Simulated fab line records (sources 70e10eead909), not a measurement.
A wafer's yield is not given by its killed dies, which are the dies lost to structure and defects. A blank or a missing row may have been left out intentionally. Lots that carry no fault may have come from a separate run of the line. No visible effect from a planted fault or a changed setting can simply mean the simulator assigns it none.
Problem report, 8D (eight disciplines) form, completed by code :: flow nand-harc :: the parts of the form that need people (team, actions taken, sign-off) are left out

== 1. THE ISSUE ==
killed-at-other at NHARC_END_SORT_01 reads a mean of 46.0 on 1 wafer of 1 lot; wafers without a fault read 0.7 with a standard deviation of 1.1. That is +41 standard deviations from the usual mean.
First seen on wafer L811.2, day 24 05:59, on prober-02. The record holds 3 wafers of 1 lot with a number at this step. Rule for "out" (also "out of limits"): further than 4 standard deviations from the usual mean. All remaining wafers that have a number are taken as sound.

== 2. WHAT THIS IS AND IS NOT ==
question: which readings at this step
is: killed-at-other, defect-limited-yield, killed-dies, sort_bin_2_pct, sort_bin_3_pct, sort-n-pass, sort-rim-yield-pct, sort-yield-pct
is not: killed-at-array, killed-at-periphery, killed-open, killed-short, sort_bin_4_pct

question: which lots
is: L811
is not: -

question: which wafers of those lots
is: L811.2
is not: L811.3, L811.4

question: read on which gauges
is: prober-02
is not: -

question: when
is: from day 24 05:59
is not: up to then (0 sound wafers); but 2 sound wafers of L811 came after

== 3. THE SUSPECTS, EACH WITH WHAT RULES IT OUT ==
Counting: if a tool at a process step up to the reading ran every lot that is out, it stays a suspect. Sound lots after the first of them don't rule it out here, since some wafers of a struck lot are sound.
- the gauge at NHARC_END_SORT_01: kept. All the wafers that are out were read on prober-02, and no step on other tools shows them out.
- rie-diel-09 at NHARC_A_BONDPAD_STRIP_15 (strips in O2): kept. It ran the lot that is out, L811 (day 22 10:34).
- rie-diel-08 at NHARC_THIN_TSV_ETCHBACK_48 (etches the open film in C4F8/Ar, target depth 1028.5 nm, time 405.17 s): kept. It ran the lot that is out, L811 (day 23 07:02).
- In rie-diel-09 at NHARC_A_BONDPAD_STRIP_15, the wafers that are out were processed in chamber 1 and their sound lot-mates in chambers 0, 2.
- In rie-diel-08 at NHARC_THIN_TSV_ETCHBACK_48, the wafers that are out were processed in chamber 3 and their sound lot-mates in chambers 0, 2.
After the count, these remain: rie-diel-09 at NHARC_A_BONDPAD_STRIP_15, rie-diel-08 at NHARC_THIN_TSV_ETCHBACK_48 and prober-02 at NHARC_END_SORT_01.

== 4. THE CAUSE (what the simulator had put in) ==
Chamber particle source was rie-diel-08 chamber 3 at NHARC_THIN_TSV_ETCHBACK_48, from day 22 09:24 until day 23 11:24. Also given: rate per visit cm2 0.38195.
This tool is one of the 3 suspects left after counting.

== 5. THE EFFECT CHAIN, in route order ==
Rows list readings where the struck wafers' mean (over those with a number) sits beyond 3 standard deviations from the usual. Only readings whose record carries a usual standard deviation are examined. hours: median over the lots of the time between each lot's start at the first step of this table that gives one and its start at this step. sigmas: the change, counted in usual standard deviations.
hours: 0
step: NHARC_END_SORT_01
reading: defect-limited-yield
usual: 96.0 %
on struck wafers: 89.4
change: -6.6
sigmas: -5.1

hours: 0
step: NHARC_END_SORT_01
reading: killed-at-other
usual: 0.7
on struck wafers: 46.0
change: +45.3
sigmas: +41

hours: 0
step: NHARC_END_SORT_01
reading: killed-dies
usual: 27
on struck wafers: 72
change: +45
sigmas: +5.2

hours: 0
step: NHARC_END_SORT_01
reading: sort_bin_2_pct
usual: 1.3 %
on struck wafers: 4.7
change: +3.4
sigmas: +6.1

hours: 0
step: NHARC_END_SORT_01
reading: sort_bin_3_pct
usual: 0.19 %
on struck wafers: 1.92
change: +1.73
sigmas: +9.6

hours: 0
step: NHARC_END_SORT_01
reading: sort-n-pass
usual: 650
on struck wafers: 605
change: -45
sigmas: -5.2

hours: 0
step: NHARC_END_SORT_01
reading: sort-rim-yield-pct
usual: 96.1 %
on struck wafers: 85.8
change: -10.3
sigmas: -4.5

hours: 0
step: NHARC_END_SORT_01
reading: sort-yield-pct
usual: 96.0 %
on struck wafers: 89.4
change: -6.6
sigmas: -5.1

== 6. HOW IT WOULD HAVE BEEN CAUGHT EARLIER ==
The first out-of-limits reading at a measuring or inspecting step in this record came at day 24 05:59, 45 hours after the fault's start at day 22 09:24.
Tool readings at NHARC_THIN_TSV_ETCHBACK_48 with a usual standard deviation given in the record: none out on any struck wafer, hence no alarm at a limit of 4 standard deviations on them.
By day 24 05:59, every lot that is out (1) had started NHARC_THIN_TSV_ETCHBACK_48 on rie-diel-08. None of them would have been spared by holding the tool at that moment.
